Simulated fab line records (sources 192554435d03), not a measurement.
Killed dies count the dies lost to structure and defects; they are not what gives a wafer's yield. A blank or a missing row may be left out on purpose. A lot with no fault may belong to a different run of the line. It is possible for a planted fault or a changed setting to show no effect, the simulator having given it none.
The tool behind it: which one? / flow n5 finfet / 11 lots with 33 wafers sampled at 3 steps, on a route of 1938 steps

## WHAT THE GAUGES SHOWED, per wafer
N5_BEOL_M15_CD_MEAS_17: the cd target is 360 nm.
lot=L413; measured=day 12 09:22; on=cd sem-01; cd nm (nm)=361.3 361.4 362.2
lot=L416; measured=day 12 17:59; on=cd sem-02; cd nm (nm)=361.9 364.3 361.8
lot=L418; measured=day 12 20:26; on=cd sem-02; cd nm (nm)=359.9 360.0 361.3
lot=L414; measured=day 12 22:55; on=cd sem-01; cd nm (nm)=358.7 357.7 359.5
lot=L417; measured=day 13 10:49; on=cd sem-01; cd nm (nm)=364.8 363.7 362.4
lot=L420; measured=day 13 19:10; on=cd sem-02; cd nm (nm)=361.4 361.1 360.7
lot=L426; measured=day 17 11:49; on=cd sem-02; cd nm (nm)=362.3 359.8 361.5
lot=L432; measured=day 18 03:01; on=cd sem-02; cd nm (nm)=357.7 360.2 362.1
lot=L430; measured=day 18 15:47; on=cd sem-01; cd nm (nm)=361.0 360.6 361.6
lot=L436; measured=day 19 00:25; on=cd sem-01; cd nm (nm)=359.7 360.4 360.0
lot=L435; measured=day 19 20:25; on=cd sem-03; cd nm (nm)=360.3 360.9 360.9

## TOOL THAT RAN EACH LOT (tool first, then ch and the chambers of the sampled wafers, then the start)
lot=L413; N5_BEOL_M14_ANNEAL_48=rtp anneal-02 ch 0, day 12 07:26; N5_BEOL_M15_VIA_ETCH_16=rie diel-03 ch 0,2, day 12 08:58
lot=L416; N5_BEOL_M14_ANNEAL_48=rtp anneal-01 ch 0, day 12 15:19; N5_BEOL_M15_VIA_ETCH_16=rie diel-02 ch 0,3, day 12 17:34
lot=L418; N5_BEOL_M14_ANNEAL_48=rtp anneal-02 ch 0, day 12 18:26; N5_BEOL_M15_VIA_ETCH_16=rie diel-03 ch 0,2,3, day 12 20:01
lot=L414; N5_BEOL_M14_ANNEAL_48=rtp anneal-01 ch 0, day 12 20:53; N5_BEOL_M15_VIA_ETCH_16=rie diel-02 ch 1,3, day 12 22:30
lot=L417; N5_BEOL_M14_ANNEAL_48=rtp anneal-01 ch 0, day 13 08:46; N5_BEOL_M15_VIA_ETCH_16=rie diel-06 ch 1,2,3, day 13 10:24
lot=L420; N5_BEOL_M14_ANNEAL_48=rtp anneal-02 ch 0, day 13 17:01; N5_BEOL_M15_VIA_ETCH_16=rie diel-06 ch 0,2,3, day 13 18:45
lot=L426; N5_BEOL_M14_ANNEAL_48=rtp anneal-01 ch 0, day 17 09:45; N5_BEOL_M15_VIA_ETCH_16=rie diel-03 ch 0,2, day 17 11:25
lot=L432; N5_BEOL_M14_ANNEAL_48=rtp anneal-02 ch 0, day 18 00:59; N5_BEOL_M15_VIA_ETCH_16=rie diel-06 ch 0,1, day 18 02:34
lot=L430; N5_BEOL_M14_ANNEAL_48=rtp anneal-02 ch 0, day 18 13:37; N5_BEOL_M15_VIA_ETCH_16=rie diel-02 ch 0,2, day 18 15:23
lot=L436; N5_BEOL_M14_ANNEAL_48=rtp anneal-01 ch 0, day 18 22:29; N5_BEOL_M15_VIA_ETCH_16=rie diel-06 ch 0,2, day 19 00:00
lot=L435; N5_BEOL_M14_ANNEAL_48=rtp anneal-02 ch 0, day 19 18:32; N5_BEOL_M15_VIA_ETCH_16=rie diel-06 ch 0,1,3, day 19 20:00
- N5_BEOL_M14_ANNEAL_48: time 90 s.
- N5_BEOL_M15_VIA_ETCH_16: etches SiO2 in C4F8/O2/Ar, target depth 1792.2 nm.

## AS READ BY THE TOOLS THEMSELVES (means over the sampled wafers that have a number; for cases with no such wafer, the mark the record gives instead)
N5_BEOL_M14_ANNEAL_48.
lot=L413; tool=rtp anneal-02; anneal temp c max=226.9; wafer_temp_C_max=226.29
lot=L416; tool=rtp anneal-01; anneal temp c max=225.6; wafer_temp_C_max=225.88
lot=L418; tool=rtp anneal-02; anneal temp c max=226.6; wafer_temp_C_max=226.12
lot=L414; tool=rtp anneal-01; anneal temp c max=225.5; wafer_temp_C_max=225.81
lot=L417; tool=rtp anneal-01; anneal temp c max=225.6; wafer_temp_C_max=225.97
lot=L420; tool=rtp anneal-02; anneal temp c max=226.9; wafer_temp_C_max=226.24
lot=L426; tool=rtp anneal-01; anneal temp c max=225.5; wafer_temp_C_max=225.87
lot=L432; tool=rtp anneal-02; anneal temp c max=227.4; wafer_temp_C_max=226.22
lot=L430; tool=rtp anneal-02; anneal temp c max=227.1; wafer_temp_C_max=226.45
lot=L436; tool=rtp anneal-01; anneal temp c max=225.7; wafer_temp_C_max=226.12
lot=L435; tool=rtp anneal-02; anneal temp c max=226.8; wafer_temp_C_max=226.14

N5_BEOL_M15_VIA_ETCH_16.
lot=L413; tool=rie diel-03; chamber pressure mTorr (mTorr)=20.005; drypump motor current A (A)=5.1; mfc ar sccm (sccm)=400.0; oes product au (a.u.)=0.82; rf vpp V (V)=2236; showerhead plenum p Torr (Torr)=3.55; throttle valve pct (%)=30.80
lot=L416; tool=rie diel-02; chamber pressure mTorr (mTorr)=20.023; drypump motor current A (A)=5.7; mfc ar sccm (sccm)=398.4; oes product au (a.u.)=0.74; rf vpp V (V)=2197; showerhead plenum p Torr (Torr)=3.35; throttle valve pct (%)=30.99
lot=L418; tool=rie diel-03; chamber pressure mTorr (mTorr)=20.012; drypump motor current A (A)=5.2; mfc ar sccm (sccm)=399.8; oes product au (a.u.)=0.78; rf vpp V (V)=2235; showerhead plenum p Torr (Torr)=3.54; throttle valve pct (%)=30.75
lot=L414; tool=rie diel-02; chamber pressure mTorr (mTorr)=20.012; drypump motor current A (A)=6.0; mfc ar sccm (sccm)=399.3; oes product au (a.u.)=0.72; rf vpp V (V)=2201; showerhead plenum p Torr (Torr)=3.38; throttle valve pct (%)=31.12
lot=L417; tool=rie diel-06; chamber pressure mTorr (mTorr)=19.997; drypump motor current A (A)=5.8; mfc ar sccm (sccm)=399.3; oes product au (a.u.)=0.63; rf vpp V (V)=2218; showerhead plenum p Torr (Torr)=3.41; throttle valve pct (%)=31.05
lot=L420; tool=rie diel-06; chamber pressure mTorr (mTorr)=19.988; drypump motor current A (A)=5.7; mfc ar sccm (sccm)=400.6; oes product au (a.u.)=0.70; rf vpp V (V)=2204; showerhead plenum p Torr (Torr)=3.36; throttle valve pct (%)=30.94
lot=L426; tool=rie diel-03; chamber pressure mTorr (mTorr)=19.995; drypump motor current A (A)=5.1; mfc ar sccm (sccm)=400.5; oes product au (a.u.)=0.76; rf vpp V (V)=2235; showerhead plenum p Torr (Torr)=3.53; throttle valve pct (%)=30.83
lot=L432; tool=rie diel-06; chamber pressure mTorr (mTorr)=20.000; drypump motor current A (A)=5.3; mfc ar sccm (sccm)=398.5; oes product au (a.u.)=0.80; rf vpp V (V)=2213; showerhead plenum p Torr (Torr)=3.41; throttle valve pct (%)=30.92
lot=L430; tool=rie diel-02; chamber pressure mTorr (mTorr)=19.996; drypump motor current A (A)=5.8; mfc ar sccm (sccm)=401.3; oes product au (a.u.)=0.70; rf vpp V (V)=2205; showerhead plenum p Torr (Torr)=3.40; throttle valve pct (%)=30.95
lot=L436; tool=rie diel-06; chamber pressure mTorr (mTorr)=19.978; drypump motor current A (A)=6.0; mfc ar sccm (sccm)=399.4; oes product au (a.u.)=0.67; rf vpp V (V)=2197; showerhead plenum p Torr (Torr)=3.30; throttle valve pct (%)=30.79
lot=L435; tool=rie diel-06; chamber pressure mTorr (mTorr)=20.025; drypump motor current A (A)=5.4; mfc ar sccm (sccm)=400.8; oes product au (a.u.)=0.80; rf vpp V (V)=2217; showerhead plenum p Torr (Torr)=3.42; throttle valve pct (%)=30.95

## THE ANSWER, worked out from the rows above alone
Rule: usual is defined by the lots themselves. The widest of any qualifying gaps counts: lots, ordered by their means at a reading, are off when they make up no more than a third of the lots, leave a main group of 4 or more, and stand apart from it by 3 or more times the standard deviation of that group's means. If all means in a main group match to the digits the tables above print for the reading, that group is not used. Also off: a lot with no number at a reading for which 4 or more lots have one. The other lots that the step has rows for count as sound. The gauges are gone through in route order, then the tools' own readings, and for those a lot's mean is taken as printed above. The first step at which some lot is off is used, and at that step the reading that is off furthest; a lot without a number counts as furthest.
Across all readings shown, no lot is off: no conclusion can be drawn from this.

## WHAT WAS PUT IN BY THE SIMULATOR
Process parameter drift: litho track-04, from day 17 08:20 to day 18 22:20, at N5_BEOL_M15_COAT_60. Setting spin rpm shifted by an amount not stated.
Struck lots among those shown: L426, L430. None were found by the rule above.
